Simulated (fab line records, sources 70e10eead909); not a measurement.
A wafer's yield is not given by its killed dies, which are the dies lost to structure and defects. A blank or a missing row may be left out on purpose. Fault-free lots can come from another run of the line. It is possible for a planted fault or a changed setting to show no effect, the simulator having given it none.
Which tool did it? | flow nand-harc | 72 wafers from 24 lots sampled at 6 of the route's 1159 steps

## WHAT EACH GAUGE READ, for each wafer
NHARC_A_CHANNEL_FILL_D1_INSPECT_13.
lot  | measured     | on                | raw-defect-count
L074 | day 10 14:25 | defect-inspect-02 | 290 251 179
L075 | day 11 06:16 | defect-inspect-01 | 291 588 490
L077 | day 11 06:26 | defect-inspect-02 | 304 341 214
L076 | day 11 10:59 | defect-inspect-01 | 154 288 221
L078 | day 11 16:41 | defect-inspect-01 | 278 266 251
L079 | day 11 10:50 | defect-inspect-02 | 199 219 226
L080 | day 11 16:42 | defect-inspect-02 | 221 147 282
L081 | day 12 15:44 | defect-inspect-01 | 402 397 269
L082 | day 12 15:34 | defect-inspect-01 | 431 361 448
L083 | day 13 07:41 | defect-inspect-01 | 364 245 218
L084 | day 13 07:38 | defect-inspect-02 | 457 870 407
L085 | day 13 11:53 | defect-inspect-01 | 291 189 224
L087 | day 14 10:45 | defect-inspect-01 | 522 380 541
L086 | day 14 10:55 | defect-inspect-01 | 214 294 247
L088 | day 14 16:15 | defect-inspect-01 | 290 390 410
L089 | day 14 16:06 | defect-inspect-02 | 257 378 470
L090 | day 15 00:10 | defect-inspect-02 | 187 254 159
L091 | day 15 06:59 | defect-inspect-02 | 256 410 201
L092 | day 15 06:59 | defect-inspect-01 | 411 391 529
L093 | day 15 13:32 | defect-inspect-02 | 328 540 439
L094 | day 15 16:55 | defect-inspect-01 | 212 181 338
L095 | day 15 19:52 | defect-inspect-01 | 302 303 283
L096 | day 15 19:52 | defect-inspect-02 | 276 267 228
L097 | day 16 02:20 | defect-inspect-01 | 238 250 464

## WHICH TOOL RAN EACH LOT (tool, then ch and the chambers of the sampled wafers, then the start)
lot  | NHARC_P_M2_ANNEAL_31             | NHARC_P_M2_CMP_23             | NHARC_A_ONON_D1_DEP_33          | NHARC_A_CHANNEL_HOLE_D1_ETCH_25  | NHARC_A_CHANNEL_FILL_D1_ETCHBACK_20
L074 | rtp-anneal-02 ch 0, day 6 06:22  | cmp-03 ch 0,1,2, day 6 06:40  | pecvd-01 ch 1,2, day 8 03:23    | har-etch-01 ch 0,1, day 8 11:40  | rie-diel-02 ch 0,1,2, day 9 14:31
L075 | rtp-anneal-02 ch 0, day 6 22:20  | cmp-03 ch 0,1,2, day 6 22:41  | pecvd-02 ch 1,2, day 8 15:48    | har-etch-01 ch 0,1, day 9 00:48  | rie-diel-13 ch 0,2,3, day 10 03:42
L077 | rtp-anneal-01 ch 0, day 7 01:12  | cmp-02 ch 0,2,3, day 7 01:34  | pecvd-01 ch 0,1, day 8 15:59    | har-etch-02 ch 0,1, day 9 02:04  | rie-diel-02 ch 1,2,3, day 10 03:43
L076 | rtp-anneal-01 ch 0, day 7 01:31  | cmp-03 ch 0,2,3, day 7 01:53  | pecvd-04 ch 1,2, day 8 19:18    | har-etch-01 ch 0,1, day 9 04:58  | rie-diel-02 ch 0,2,3, day 10 08:53
L078 | rtp-anneal-02 ch 0, day 7 07:25  | cmp-03 ch 0,2,3, day 7 07:47  | pecvd-02 ch 0,1,2, day 9 03:14  | har-etch-02 ch 0,1, day 9 14:36  | rie-diel-13 ch 2,3, day 10 17:28
L079 | rtp-anneal-02 ch 0, day 7 08:13  | cmp-02 ch 1,3, day 7 08:35    | pecvd-02 ch 0,1,2, day 9 03:03  | har-etch-02 ch 0,1, day 9 10:19  | rie-diel-02 ch 0,2, day 10 13:39
L080 | rtp-anneal-02 ch 0, day 7 09:04  | cmp-03 ch 0,2,3, day 7 09:25  | pecvd-01 ch 1,2, day 9 03:05    | har-etch-01 ch 0,1, day 9 10:53  | rie-diel-13 ch 0,2, day 10 13:40
L081 | rtp-anneal-02 ch 0, day 8 06:11  | cmp-02 ch 0,1,3, day 8 06:34  | pecvd-01 ch 0,1, day 10 00:16   | har-etch-01 ch 0,1, day 10 09:13 | rie-diel-05 ch 1,2, day 11 14:25
L082 | rtp-anneal-02 ch 0, day 8 09:44  | cmp-02 ch 0,1,3, day 8 10:05  | pecvd-02 ch 1,2, day 10 00:13   | har-etch-02 ch 0,1, day 10 07:49 | rie-diel-13 ch 0,1,3, day 11 14:25
L083 | rtp-anneal-01 ch 0, day 8 10:47  | cmp-04 ch 1,3, day 8 11:02    | pecvd-04 ch 0,1, day 10 18:06   | har-etch-02 ch 0,1, day 11 02:44 | rie-diel-02 ch 0,1, day 12 06:56
L084 | rtp-anneal-02 ch 0, day 8 17:19  | cmp-03 ch 1,2, day 8 17:40    | pecvd-01 ch 0,1, day 10 18:08   | har-etch-01 ch 0,1, day 11 02:37 | rie-diel-13 ch 0,2,3, day 12 06:56
L085 | rtp-anneal-02 ch 0, day 8 17:44  | cmp-04 ch 1,2,3, day 8 18:03  | pecvd-02 ch 0,1,2, day 10 18:19 | har-etch-02 ch 0,1, day 11 06:46 | rie-diel-13 ch 0,2,3, day 12 10:12
L087 | rtp-anneal-02 ch 0, day 10 01:55 | cmp-03 ch 1,2,3, day 10 02:13 | pecvd-02 ch 1,2, day 11 21:31   | har-etch-02 ch 0,1, day 12 05:05 | rie-diel-02 ch 0,2,3, day 13 11:22
L086 | rtp-anneal-02 ch 0, day 10 02:47 | cmp-04 ch 1,2,3, day 10 03:01 | pecvd-01 ch 0,2, day 11 21:33   | har-etch-01 ch 0,1, day 12 05:26 | rie-diel-13 ch 0,2,3, day 13 11:22
L088 | rtp-anneal-02 ch 0, day 10 08:19 | cmp-04 ch 2,3, day 10 08:37   | pecvd-02 ch 0,1, day 12 02:45   | har-etch-01 ch 0,1, day 12 11:33 | rie-diel-13 ch 1,2,3, day 13 16:38
L089 | rtp-anneal-02 ch 0, day 10 09:00 | cmp-04 ch 1,2,3, day 10 09:16 | pecvd-01 ch 1,2, day 12 02:50   | har-etch-02 ch 0,1, day 12 12:57 | rie-diel-02 ch 0,2, day 13 16:38
L090 | rtp-anneal-01 ch 0, day 10 13:35 | cmp-04 ch 0,2,3, day 10 13:56 | pecvd-04 ch 1,2, day 12 12:12   | har-etch-01 ch 0,1, day 12 21:09 | rie-diel-02 ch 0,2,3, day 14 00:26
L091 | rtp-anneal-01 ch 0, day 10 16:39 | cmp-04 ch 0,1,2, day 10 16:58 | pecvd-02 ch 0,1, day 12 12:20   | har-etch-01 ch 0,1, day 13 01:11 | rie-diel-13 ch 0,1,2, day 14 05:28
L092 | rtp-anneal-02 ch 0, day 10 16:58 | cmp-03 ch 0,2, day 10 17:37   | pecvd-01 ch 0,1, day 12 12:14   | har-etch-02 ch 0,1, day 13 03:41 | rie-diel-05 ch 0,1,3, day 14 05:28
L093 | rtp-anneal-01 ch 0, day 10 23:07 | cmp-03 ch 1,2,3, day 10 23:28 | pecvd-02 ch 0,1,2, day 12 19:48 | har-etch-01 ch 0,1, day 13 07:03 | rie-diel-13 ch 1,2,3, day 14 12:06
L094 | rtp-anneal-01 ch 0, day 11 08:15 | cmp-03 ch 0,1, day 11 08:35   | pecvd-01 ch 1,2, day 13 05:12   | har-etch-01 ch 0,1, day 13 12:54 | rie-diel-05 ch 1,2, day 14 16:01
L095 | rtp-anneal-02 ch 0, day 11 15:20 | cmp-04 ch 1,2,3, day 11 15:39 | pecvd-01 ch 1,2, day 13 09:37   | har-etch-01 ch 0,1, day 13 19:17 | rie-diel-13 ch 1,3, day 14 20:08
L096 | rtp-anneal-01 ch 0, day 11 15:24 | cmp-04 ch 0,2,3, day 11 15:49 | pecvd-02 ch 1,2, day 13 09:13   | har-etch-02 ch 0,1, day 13 16:55 | rie-diel-05 ch 1,2,3, day 14 20:08
L097 | rtp-anneal-02 ch 0, day 11 19:22 | cmp-03 ch 0,1,2, day 11 19:40 | pecvd-04 ch 1,2, day 13 13:01   | har-etch-02 ch 0,1, day 13 23:50 | rie-diel-13 ch 0,1,3, day 15 02:31
- NHARC_P_M2_ANNEAL_31: time 90 s.
- NHARC_P_M2_CMP_23: polishes, t overpolish 20 s, target thk 144.3 nm.
- NHARC_A_ONON_D1_DEP_33: deposits SiO2, target thk 200 nm.
- NHARC_A_CHANNEL_HOLE_D1_ETCH_25: etches the open film in C4F8/O2/Ar, time 1040.2 s, target depth 1500 nm.
- NHARC_A_CHANNEL_FILL_D1_ETCHBACK_20: etches the open film in C4F8/O2/Ar, target depth 27 nm, time 13.5 s.

## AS READ BY THE TOOLS THEMSELVES (means over the sampled wafers that have a number; for cases with no such wafer, the mark the record gives instead)
NHARC_P_M2_ANNEAL_31.
lot  | tool          | wafer_temp_C_max
L074 | rtp-anneal-02 | 225.7
L075 | rtp-anneal-02 | 225.8
L077 | rtp-anneal-01 | 226.3
L076 | rtp-anneal-01 | 226.7
L078 | rtp-anneal-02 | 226.1
L079 | rtp-anneal-02 | 226.0
L080 | rtp-anneal-02 | 225.7
L081 | rtp-anneal-02 | 225.9
L082 | rtp-anneal-02 | 225.9
L083 | rtp-anneal-01 | 226.2
L084 | rtp-anneal-02 | 226.0
L085 | rtp-anneal-02 | 225.5
L087 | rtp-anneal-02 | 225.6
L086 | rtp-anneal-02 | 225.8
L088 | rtp-anneal-02 | 225.8
L089 | rtp-anneal-02 | 226.2
L090 | rtp-anneal-01 | 226.2
L091 | rtp-anneal-01 | 226.4
L092 | rtp-anneal-02 | 225.7
L093 | rtp-anneal-01 | 226.2
L094 | rtp-anneal-01 | 226.4
L095 | rtp-anneal-02 | 225.8
L096 | rtp-anneal-01 | 226.1
L097 | rtp-anneal-02 | 225.7

NHARC_P_M2_CMP_23.
lot  | tool   | motor-current-A (A) | time-to-endpoint-s (s)
L074 | cmp-03 | 13.6                | 28
L075 | cmp-03 | 13.6                | 29
L077 | cmp-02 | 11.6                | 31
L076 | cmp-03 | 12.9                | 27
L078 | cmp-03 | 12.7                | 29
L079 | cmp-02 | 11.7                | 29
L080 | cmp-03 | 12.2                | 31
L081 | cmp-02 | 10.8                | 32
L082 | cmp-02 | 10.9                | 31
L083 | cmp-04 | 13.5                | 30
L084 | cmp-03 | 13.2                | 27
L085 | cmp-04 | 13.2                | 30
L087 | cmp-03 | 12.9                | 25
L086 | cmp-04 | 12.5                | 29
L088 | cmp-04 | 12.8                | 31
L089 | cmp-04 | 12.9                | 27
L090 | cmp-04 | 12.7                | 33
L091 | cmp-04 | 12.4                | 29
L092 | cmp-03 | 13.5                | 32
L093 | cmp-03 | 12.4                | 29
L094 | cmp-03 | 13.0                | 31
L095 | cmp-04 | 12.7                | 30
L096 | cmp-04 | 12.9                | 34
L097 | cmp-03 | 13.3                | 29

NHARC_A_ONON_D1_DEP_33.
lot  | tool     | heater-power-outer-w (W) | heater-power-w (W) | susceptor-temp-C (C) | throttle-valve-pct (%)
L074 | pecvd-01 | 254                      | 489                | 399.91               | 15.9
L075 | pecvd-02 | 270                      | 549                | 400.17               | 15.6
L077 | pecvd-01 | 207                      | 399                | 399.99               | 16.6
L076 | pecvd-04 | 242                      | 505                | 399.96               | 17.3
L078 | pecvd-02 | 310                      | 614                | 399.91               | 15.8
L079 | pecvd-02 | 280                      | 559                | 399.78               | 15.8
L080 | pecvd-01 | 237                      | 461                | 399.74               | 16.1
L081 | pecvd-01 | 260                      | 481                | 399.93               | 16.8
L082 | pecvd-02 | 279                      | 608                | 399.95               | 15.8
L083 | pecvd-04 | 331                      | 642                | 400.04               | 16.7
L084 | pecvd-01 | 251                      | 469                | 399.94               | 16.7
L085 | pecvd-02 | 275                      | 565                | 399.93               | 15.7
L087 | pecvd-02 | 271                      | 593                | 400.26               | 15.7
L086 | pecvd-01 | 318                      | 547                | 400.08               | 16.1
L088 | pecvd-02 | 242                      | 494                | 399.97               | 16.0
L089 | pecvd-01 | 254                      | 483                | 400.09               | 15.9
L090 | pecvd-04 | 301                      | 621                | 400.24               | 16.8
L091 | pecvd-02 | 220                      | 465                | 400.15               | 16.1
L092 | pecvd-01 | 272                      | 483                | 399.85               | 16.2
L093 | pecvd-02 | 263                      | 550                | 400.04               | 16.0
L094 | pecvd-01 | 218                      | 447                | 400.17               | 16.0
L095 | pecvd-01 | 244                      | 464                | 400.08               | 16.0
L096 | pecvd-02 | 247                      | 526                | 399.93               | 15.8
L097 | pecvd-04 | 309                      | 618                | 400.00               | 17.0

NHARC_A_CHANNEL_HOLE_D1_ETCH_25.
lot  | tool        | drypump-motor-current-A (A) | esc-clamp-current-uA | showerhead-plenum-p-Torr (Torr) | throttle-valve-pct (%)
L074 | har-etch-01 | 5.25                        | 0.0210               | 3.67                            | 32.232
L075 | har-etch-01 | 5.44                        | 0.0206               | 3.74                            | 32.225
L077 | har-etch-02 | 5.80                        | 0.0216               | 3.87                            | 32.244
L076 | har-etch-01 | 5.25                        | 0.0209               | 3.66                            | 32.232
L078 | har-etch-02 | 5.71                        | 0.0218               | 3.86                            | 32.231
L079 | har-etch-02 | 5.81                        | 0.0216               | 3.87                            | 32.242
L080 | har-etch-01 | 5.43                        | 0.0207               | 3.74                            | 32.238
L081 | har-etch-01 | 5.26                        | 0.0210               | 3.65                            | 32.237
L082 | har-etch-02 | 5.72                        | 0.0217               | 3.86                            | 32.240
L083 | har-etch-02 | 5.71                        | 0.0217               | 3.86                            | 32.241
L084 | har-etch-01 | 5.26                        | 0.0210               | 3.65                            | 32.227
L085 | har-etch-02 | 5.79                        | 0.0217               | 3.85                            | 32.224
L087 | har-etch-02 | 5.69                        | 0.0218               | 3.85                            | 32.234
L086 | har-etch-01 | 5.26                        | 0.0210               | 3.65                            | 32.225
L088 | har-etch-01 | 5.25                        | 0.0210               | 3.64                            | 32.237
L089 | har-etch-02 | 5.71                        | 0.0217               | 3.85                            | 32.230
L090 | har-etch-01 | 5.42                        | 0.0207               | 3.72                            | 32.241
L091 | har-etch-01 | 5.25                        | 0.0210               | 3.64                            | 32.244
L092 | har-etch-02 | 5.68                        | 0.0218               | 3.85                            | 32.226
L093 | har-etch-01 | 5.27                        | 0.0210               | 3.64                            | 32.225
L094 | har-etch-01 | 5.26                        | 0.0210               | 3.63                            | 32.231
L095 | har-etch-01 | 5.26                        | 0.0210               | 3.63                            | 32.238
L096 | har-etch-02 | 5.71                        | 0.0218               | 3.84                            | 32.220
L097 | har-etch-02 | 5.80                        | 0.0217               | 3.84                            | 32.234

NHARC_A_CHANNEL_FILL_D1_ETCHBACK_20.
lot  | tool        | oes-product-au (a.u.) | rf-vpp-V (V)
L074 | rie-diel-02 | 1.00                  | 981
L075 | rie-diel-13 | 0.93                  | 979
L077 | rie-diel-02 | 1.00                  | 987
L076 | rie-diel-02 | 0.99                  | 984
L078 | rie-diel-13 | 0.93                  | 982
L079 | rie-diel-02 | 1.00                  | 979
L080 | rie-diel-13 | 0.93                  | 974
L081 | rie-diel-05 | 1.00                  | 973
L082 | rie-diel-13 | 1.00                  | 977
L083 | rie-diel-02 | 0.92                  | 979
L084 | rie-diel-13 | 0.99                  | 979
L085 | rie-diel-13 | 1.00                  | 979
L087 | rie-diel-02 | 0.91                  | 983
L086 | rie-diel-13 | 0.99                  | 979
L088 | rie-diel-13 | 1.00                  | 982
L089 | rie-diel-02 | 0.94                  | 983
L090 | rie-diel-02 | 0.92                  | 983
L091 | rie-diel-13 | 0.99                  | 979
L092 | rie-diel-05 | 0.92                  | 972
L093 | rie-diel-13 | 1.01                  | 983
L094 | rie-diel-05 | 0.92                  | 974
L095 | rie-diel-13 | 1.01                  | 981
L096 | rie-diel-05 | 0.93                  | 972
L097 | rie-diel-13 | 0.96                  | 978

## THE ANSWER, worked out from the rows above alone
Rule: what is usual is taken from the lots themselves. The widest of any qualifying gaps counts: lots, ordered by their means at a reading, are off when they make up no more than a third of the lots, leave a main group of 4 or more, and stand apart from it by 3 or more times the standard deviation of that group's means. A main group whose means are all the same, to the digits that the tables above print for the reading, isn't used. A lot without any number at a reading at which 4 lots or more have one is off too. Where the step has rows for the other lots, those lots are counted as sound. After the gauges, taken in route order, come the tools' own readings; for these a lot's mean is taken, as printed above. The first step at which some lot is off is used, and at that step the reading that is off furthest; a lot without a number counts as furthest.
None of the lots is off at any reading shown; this tells nothing.

## WHAT THE SIMULATOR HAD INSERTED
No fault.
